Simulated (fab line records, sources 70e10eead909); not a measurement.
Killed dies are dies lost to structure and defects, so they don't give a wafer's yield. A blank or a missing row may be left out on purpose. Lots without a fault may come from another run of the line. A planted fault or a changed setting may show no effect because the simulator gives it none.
fab line records | flow nand_harc
record lots=12 wafers=36 last_day=34
route steps=1302 shown P_STI@72 P_GATE@155 END@1302
lots that met no fault: from a run of the same line without faults
start_h: hours from the record's first day to the start of the lot's first wafer shown | wait_h: hours since the lot's step before | " the same as in the row above | L1.1+2: a row that stands for several wafers | - no value, or no start given | * or withheld: withheld | < > ~ a bound
route shown NAME@n: a module of which the file shows steps, and the number in the route of the first | usual: mean/standard deviation of fault-free wafers | same: alike in all rows | chamber/n: place in a boat | sites: the reading at each site | _std_site: their standard deviation | _edge_site: outer sites' mean less inner sites' | radius_mm: how far each site lies from the wafer's centre | mask NAME#n: copy n | behind: the tool/chamber that last shaped the wafer | hold: why the lot was held/for how many hours/how that ended | device: the transistor (n, p or np) that didn't switch | end of line: the same wafers' tests at the end of the route | a step without rows: its recipe alone | killed: dies lost to structure and defects at the first sort, not the wafer's yield | map: a wafer's dies, x killed, . not, _ none there
set.NAME: the setting as run; set.NAME@STEP: as run at that earlier step | model.NAME: the simulator's own value behind a step, which no gauge read
steps of the route over a sample of lots; a table a step, a row a wafer
services: from which hour (start_h, from the record's first day; less than 0 if before it) a tool's chamber was out of use, for how many hours, and why
## steps
# step NHARC_P_STI_OXIDE_29
# recipe target_thk_a=100 temp_c=900 ox_time_s=1362 material=SiO2
# usual spike_tc_bottom_C=918.4/1.3 zone_power_upper_pct=18.0/0.64
# columns lot.wafer tool chamber start_h wait_h spike_tc_bottom_C zone_power_upper_pct
L498.1 furnace-07 0 32.77 - 918.2 17.5
L498.2 " 0 " " 916.2 17.5
L498.3 " 0 " " 916.8 17.8
L501.1 furnace-02 0 62.02 - 919.0 18.9
L501.2 " 0 " " 918.2 18.7
L501.3 " 0 " " 919.3 18.9
L503.4 furnace-01 0 82.47 - 919.2 18.0
L503.5 " 0 " " 919.5 17.6
L503.6 " 0 " " 920.0 17.8
L504.1 furnace-02 0 94.85 - 920.6 19.3
L504.2 " 0 " " 917.0 18.8
L504.4 " 0 " " 918.5 18.9
L506.2 furnace-07 0 111.60 - 917.0 17.8
L506.5 " 0 " " 918.5 17.4
L506.6 " 0 " " 919.5 17.3
L508.2 furnace-01 0 132.24 - 918.9 17.9
L508.4 " 0 " " 919.7 18.0
L508.6 " 0 " " 920.9 17.8
L510.2 furnace-07 0 153.19 - 916.8 17.7
L510.3 " 0 " " 916.5 17.4
L510.5 " 0 " " 917.9 17.7
L511.2 furnace-07 0 161.23 - 915.9 17.7
L511.3 " 0 " " 917.5 17.5
L511.4 " 0 " " 917.2 17.5
L518.3 furnace-01 0 236.05 - 918.5 17.8
L518.4 " 0 " " 919.5 17.3
L518.5 " 0 " " 919.9 17.9
L519.1 furnace-07 0 245.86 - 917.6 17.8
L519.4 " 0 " " 918.2 17.5
L519.5 " 0 " " 917.1 17.6
L520.3 furnace-07 0 251.15 - 916.6 17.7
L520.4 " 0 " " 919.7 17.5
L520.5 " 0 " " 917.1 17.8
L521.1 furnace-07 0 262.26 - 918.1 18.0
L521.4 " 0 " " 917.5 17.5
L521.5 " 0 " " 918.6 18.0
# step NHARC_P_STI_INSPECT_11
# usual raw_defect_count=5.5/2.7
# columns lot.wafer tool chamber start_h wait_h raw_defect_count
L498.1 defect_inspect-01 - 45.06 0.0 4
L498.2 " - " " 7
L498.3 " - " " 8
L501.1 defect_inspect-02 - 73.36 0.0 9
L501.2 " - " " 4
L501.3 " - " " 3
L503.4 defect_inspect-01 - 93.82 0.0 4
L503.5 " - " " 4
L503.6 " - " " 5
L504.1 defect_inspect-01 - 106.22 0.0 2
L504.2 " - " " 6
L504.4 " - " " 3
L506.2 defect_inspect-02 - 122.88 0.0 5
L506.5 " - " " 6
L506.6 " - " " 9
L508.2 defect_inspect-02 - 143.48 0.0 7
L508.4 " - " " 9
L508.6 " - " " 3
L510.2 defect_inspect-02 - 164.61 0.0 791
L510.3 " - " " 726
L510.5 " - " " 731
L511.2 defect_inspect-02 - 172.55 0.0 716
L511.3 " - " " 772
L511.4 " - " " 736
L518.3 defect_inspect-01 - 247.38 0.0 2
L518.4 " - " " 7
L518.5 " - " " 1
L519.1 defect_inspect-02 - 258.17 0.0 4
L519.4 " - " " 11
L519.5 " - " " 6
L520.3 defect_inspect-02 - 262.46 0.0 6
L520.4 " - " " 6
L520.5 " - " " 7
L521.1 defect_inspect-01 - 273.58 0.0 8
L521.4 " - " " 10
L521.5 " - " " 5
# step NHARC_P_GATE_ALD_36
# recipe target_thk_a=200 pulse_time_s=60 ald_cycles=223 temp_c=400 material=SiNx
# usual heater_power_w=826/61 precursor_pulse_height_rel=1.004/0.02
# same pulse_time_s=60
# columns lot.wafer tool chamber start_h wait_h heater_power_w precursor_pulse_height_rel
L498.2 ald_sin-02 3 103.41 - 811 0.972
L498.3 " 0 104.47 - 822 1.013
L498.1 " 2 106.59 - 910 0.984
L501.3 ald_sin-02 0 130.05 - 743 0.979
L501.2 " 1 131.10 - 804 1.010
L501.1 " 2 132.15 - 922 1.017
L503.4 ald_sin-03 2 151.55 - 810 0.969
L503.5 " 3 152.62 - 793 1.016
L503.6 " 0 153.68 - 844 1.002
L504.1 ald_sin-02 3 158.30 - 811 0.998
L504.4 " 0 159.36 - 723 0.996
L504.2 " 1 160.42 - 796 1.040
L506.2 ald_sin-02 0 173.74 - 747 1.010
L506.5 " 0 178.04 - 739 0.990
L506.6 " 1 179.12 - 825 0.994
L508.2 ald_sin-04 1 199.67 - 963 1.010
L508.4 " 2 200.72 - 814 1.009
L508.6 " 1 203.88 - 980 1.038
L510.3 ald_sin-03 0 222.94 - 771 0.990
L510.2 " 2 225.07 - 831 1.037
L510.5 " 1 228.26 - 890 1.001
L511.4 ald_sin-04 3 224.15 - 847 0.979
L511.3 " 0 225.22 - 805 1.003
L511.2 " 1 226.28 - 932 1.015
L518.3 ald_sin-03 3 303.48 - 764 1.035
L518.4 " 1 305.58 - 914 1.017
L518.5 " 0 308.73 - 762 0.997
L520.4 ald_sin-04 2 317.37 - 787 1.042
L520.3 " 1 320.55 - 934 1.026
L520.5 " 2 321.61 - 785 1.000
L519.1 ald_sin-02 0 318.13 - 805 0.979
L519.4 " 2 320.24 - 898 1.022
L519.5 " 0 322.35 - 800 1.001
L521.4 ald_sin-03 3 327.49 - 749 1.004
L521.1 " 2 330.62 - 861 1.039
L521.5 " 0 332.70 - 761 1.016
# step NHARC_P_GATE_DESCUM_61
# recipe time_s=3 o2_flow_sccm=200 ar_flow_sccm=0 bias_power_w=0 chemistry=O2
# usual drypump_motor_current_A=5.8/0.45 oes_product_au=0.999/0.0071 rf_vpp_V=57.8/0.87 showerhead_plenum_p_Torr=1.91/0.071 throttle_valve_pct=11.312/0.0097
# columns lot.wafer tool chamber start_h wait_h drypump_motor_current_A oes_product_au rf_hours_counter_h rf_vpp_V showerhead_plenum_p_Torr throttle_valve_pct
L498.3 rie_diel-09 1 115.90 - 5.7 0.996 7.2 58.4 1.95 11.318
L498.2 " 2 " " 5.2 0.994 7.3 56.7 1.83 11.304
L498.1 " 3 " " 5.6 0.985 8.1 56.6 1.98 11.313
L501.1 rie_diel-10 0 141.41 - 5.4 0.994 2.7 57.5 1.91 11.305
L501.3 " 1 " " 6.3 1.005 2.7 59.2 1.95 11.296
L501.2 " 2 " " 6.4 0.992 2.4 56.9 1.83 11.296
L503.6 rie_diel-10 1 160.89 - 6.3 1.001 - 57.3 1.95 11.312
L503.5 " 2 " " 6.4 0.992 - 57.0 1.83 11.332
L503.4 " 0 " " 5.4 0.993 - 56.9 1.91 11.304
L504.2 rie_diel-10 2 169.74 - 6.4 1.005 5.3 57.4 1.83 11.317
L504.1 " 1 " " 6.3 1.003 5.7 59.0 1.95 11.320
L504.4 " 0 " " 5.4 1.007 - 56.1 1.91 11.310
L506.2 rie_diel-09 0 186.40 - 6.0 1.001 2.0 56.7 1.80 11.306
L506.6 " 2 " " 5.2 1.006 - 55.9 1.83 11.310
L506.5 " 3 " " 5.6 0.993 - 59.0 1.98 11.320
L508.2 rie_diel-10 1 212.23 - 6.3 0.998 7.2 58.1 1.95 11.320
L508.6 " 1 " " 6.3 1.005 - 56.5 1.95 11.312
L508.4 " 2 " " 6.5 1.001 - 58.0 1.83 11.310
L510.3 rie_diel-09 3 235.32 - 5.6 1.002 4.4 58.0 1.98 11.308
L510.2 " 1 " " 5.7 1.003 3.2 58.7 1.94 11.308
L510.5 " 2 " " 5.2 0.995 - 57.3 1.83 11.305
L511.2 rie_diel-10 1 235.64 - 6.3 1.005 9.2 57.1 1.95 11.309
L511.3 " 2 " " 6.4 0.998 9.2 57.3 1.83 11.309
L511.4 " 1 " " 6.3 0.992 - 58.2 1.95 11.313
L518.4 rie_diel-13 1 315.76 - 5.8 0.999 9.3 58.1 2.01 11.315
L518.3 " 0 " " 5.9 1.007 8.5 57.1 1.91 11.311
L518.5 " 1 " " 5.8 1.006 - 58.2 2.01 11.302
L520.3 rie_diel-10 2 329.85 - 6.4 0.994 7.0 58.2 1.83 11.311
L520.4 " 3 " " 5.1 0.990 5.7 57.7 2.06 11.304
L520.5 " 2 " " 6.4 0.997 - 56.2 1.83 11.332
L519.4 rie_diel-10 3 330.50 - 5.1 0.987 5.7 58.8 2.05 11.286
L519.1 " 0 " " 5.4 0.994 5.4 56.8 1.91 11.312
L519.5 " 3 " " 5.1 0.994 - 59.8 2.05 11.301
L521.4 rie_diel-13 3 339.74 - 5.1 1.011 9.9 57.5 1.84 11.314
L521.1 " 0 " " 5.9 0.990 9.9 57.4 1.91 11.311
L521.5 " 3 " " 5.1 1.004 - 58.1 1.84 11.316
# step NHARC_P_GATE_STRIP_76
# recipe power_w=1500 temp_c=250 chemistry=O2
# usual drypump_motor_current_A=5.5/0.37 heater_power_w=336/54
# columns lot.wafer tool chamber start_h wait_h drypump_motor_current_A heater_power_w rf_hours_counter_h
L498.2 plasma_asher-02 0 116.51 0.2 5.3 405 16
L498.1 " 1 " " 6.0 319 16
L498.3 " 0 " " 5.2 401 -
L501.2 plasma_asher-01 0 142.06 0.2 5.1 284 11
L501.1 " 1 " " 5.7 286 11
L501.3 " 0 " " 5.1 274 -
L503.4 plasma_asher-02 0 161.52 0.2 5.2 395 -
L503.5 " 0 " " 5.2 412 -
L503.6 " 1 " " 6.0 322 -
L504.1 plasma_asher-01 1 170.39 0.2 5.6 286 19
L504.2 " 0 " " 5.1 277 19
L504.4 " 1 " " 5.6 288 -
L506.2 plasma_asher-01 1 187.01 0.2 5.6 288 1
L506.5 " 1 " " 5.7 281 -
L506.6 " 0 " " 5.1 299 -
L508.2 plasma_asher-01 1 212.87 0.2 5.7 295 5
L508.4 " 0 " " 5.1 298 -
L508.6 " 0 " " 5.1 297 -
L510.2 plasma_asher-01 1 235.97 0.2 5.6 286 10
L510.3 " 0 " " 5.1 294 -
L510.5 " 1 " " 5.6 284 -
L511.2 plasma_asher-02 1 236.30 0.2 6.0 328 44
L511.4 " 0 " " 5.3 405 -
L511.3 " 1 " " 6.0 320 -
L518.3 plasma_asher-01 1 316.42 0.2 5.7 286 -
L518.4 " 0 " " 5.1 297 -
L518.5 " 0 " " 5.1 301 -
L520.3 plasma_asher-02 0 330.48 0.2 5.3 423 -
L520.4 " 1 " " 6.0 328 -
L520.5 " 1 " " 6.0 317 -
L519.1 plasma_asher-01 1 331.18 0.2 5.7 284 28
L519.4 " 0 " " 5.1 299 -
L519.5 " 0 " " 5.1 293 -
L521.1 plasma_asher-01 1 340.38 0.2 5.7 280 31
L521.4 " 0 " " 5.2 296 -
L521.5 " 0 " " 5.1 299 -
# step NHARC_END_SORT_01
# recipe temp_c=25
# usual killed_at_array=52/17 killed_at_other=0.8/1.1 killed_at_periphery=3.2/2.2 killed_dies=57/17 killed_open=3.4/1.8 killed_short=2.4/1.6
# same gross_dies=677
# columns lot.wafer tool chamber start_h wait_h killed_at_array killed_at_other killed_at_periphery killed_dies killed_open killed_short
L511.2 prober-01 0 688.70 2.8 27 0 424 451 1 0
L511.3 prober-01 0 689.50 3.1 42 0 423 465 0 3
L511.4 prober-01 0 690.29 3.4 29 0 427 456 4 0
L510.2 prober-02 0 688.75 2.8 43 0 437 480 3 3
L510.3 prober-02 0 689.56 3.1 41 2 415 458 2 3
L510.5 prober-02 0 691.18 3.7 36 0 440 476 2 1
# killed by level:class
L511.2 P_STI:unspecified=424 A_CHANNEL_HOLE_D1:chamber_film_flake=13 A_STAIRCASE:chamber_film_flake=5 A_SLIT:chamber_film_flake=3 A_CONTACT:chamber_film_flake=3 A_ZERO_WELL:chamber_film_flake=2 A_ONON_D1:geometric_particle:open=1
L510.2 P_STI:unspecified=436 A_SLIT:chamber_film_flake=18 A_STAIRCASE:chamber_film_flake=5 A_CHANNEL_HOLE_D1:chamber_film_flake=5 A_CHANNEL_HOLE_D2:chamber_film_flake=3 A_BLC:geometric_particle:short=2 A_CONTACT:chamber_film_flake=2 A_SGD_CUT:chamber_film_flake=2
L511.3 P_STI:unspecified=422 A_CHANNEL_HOLE_D1:chamber_film_flake=28 A_BLC:chamber_film_flake=3 A_STAIRCASE:chamber_film_flake=2 A_SLIT:chamber_film_flake=2 A_WL_FILL:chamber_film_flake=2 A_CONTACT:chamber_film_flake=2 A_ONON_D1:geometric_particle:short=1
L510.3 P_STI:unspecified=414 A_SLIT:chamber_film_flake=18 A_CHANNEL_HOLE_D1:chamber_film_flake=6 A_STAIRCASE:chamber_film_flake=4 A_CHANNEL_HOLE_D2:chamber_film_flake=3 A_CONTACT:chamber_film_flake=2 HYBRID_BOND:chamber_film_flake=2 P_CONTACT:geometric_particle:open=1
L511.4 P_STI:unspecified=427 A_CHANNEL_HOLE_D1:chamber_film_flake=19 A_STAIRCASE:chamber_film_flake=2 A_ONON_D1:geometric_particle:open=1 A_ONON_D2:geometric_particle:open=1 A_WL_FILL:geometric_particle:open=1 A_M0:geometric_particle:open=1 A_CONTACT:chamber_film_flake=1
L510.5 P_STI:unspecified=439 A_SLIT:chamber_film_flake=13 A_CHANNEL_HOLE_D2:chamber_film_flake=6 A_STAIRCASE:chamber_film_flake=4 A_CONTACT:chamber_film_flake=3 A_CHANNEL_HOLE_D1:chamber_film_flake=3 A_CHANNEL_HOLE_D2:geometric_particle:open=1 A_CHANNEL_FILL_D2:geometric_particle:open=1
## services
# columns tool chamber start_h hours kind
rie_diel-10 2 30.54 6.5 repair
plasma_asher-01 - 32.29 1.1 repair
ald_sin-02 3 42.91 2.2 repair
plasma_asher-01 - 46.96 86.7 repair
rie_diel-10 3 59.15 12.9 repair
ald_sin-02 - 60.73 2.0 repair
rie_diel-10 - 66.59 9.0 pm
ald_sin-03 3 68.68 4.4 repair
plasma_asher-02 - 72.23 9.0 pm
rie_diel-10 3 95.16 5.2 repair
rie_diel-10 3 105.21 7.2 repair
ald_sin-02 1 114.33 6.8 repair
ald_sin-02 - 118.00 10.0 pm
plasma_asher-02 - 121.26 12.7 repair
ald_sin-03 - 122.71 0.8 repair
rie_diel-10 3 140.09 128.0 repair
ald_sin-02 3 146.31 2.3 repair
ald_sin-03 1 169.22 2.4 repair
plasma_asher-01 - 170.55 9.0 pm
rie_diel-10 1 196.41 7.7 repair
ald_sin-02 3 229.15 7.9 repair
rie_diel-10 - 243.62 9.0 pm
plasma_asher-01 - 281.59 2.3 repair
plasma_asher-01 - 325.18 1.6 repair
## key
first_sign step=NHARC_P_STI_INSPECT_11 reading=raw_defect_count direction=up sigmas=99+ usual=5.5 struck=745.3
effect step=NHARC_END_SORT_01 reading=killed_at_periphery direction=up sigmas=99+ usual=3.2 struck=427.7
more_kills_born_at NHARC_P_STI_OXIDE_29@furnace-07=2562
met_at NHARC_P_STI_OXIDE_29
struck_lots L510,L511
tester_left_out L510,L511
not_acting_at NHARC_P_GATE_ALD_36,NHARC_P_GATE_DESCUM_61,NHARC_P_GATE_STRIP_76
onset_between 111.60 153.19
fault kind=chamber_particle_source tool=furnace-07 chamber=- onset_h=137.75 steps=NHARC_P_STI_OXIDE_29 rate_per_visit_cm2=1.1548 end_h=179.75
# tester_left_out: of these lots the tester's yield and bins aren't shown, on N5 and GAA mostly nor the transistor test; their killed dies are dies lost to structure and defects alone, not to doping, threshold or leakage, so they don't give the yield
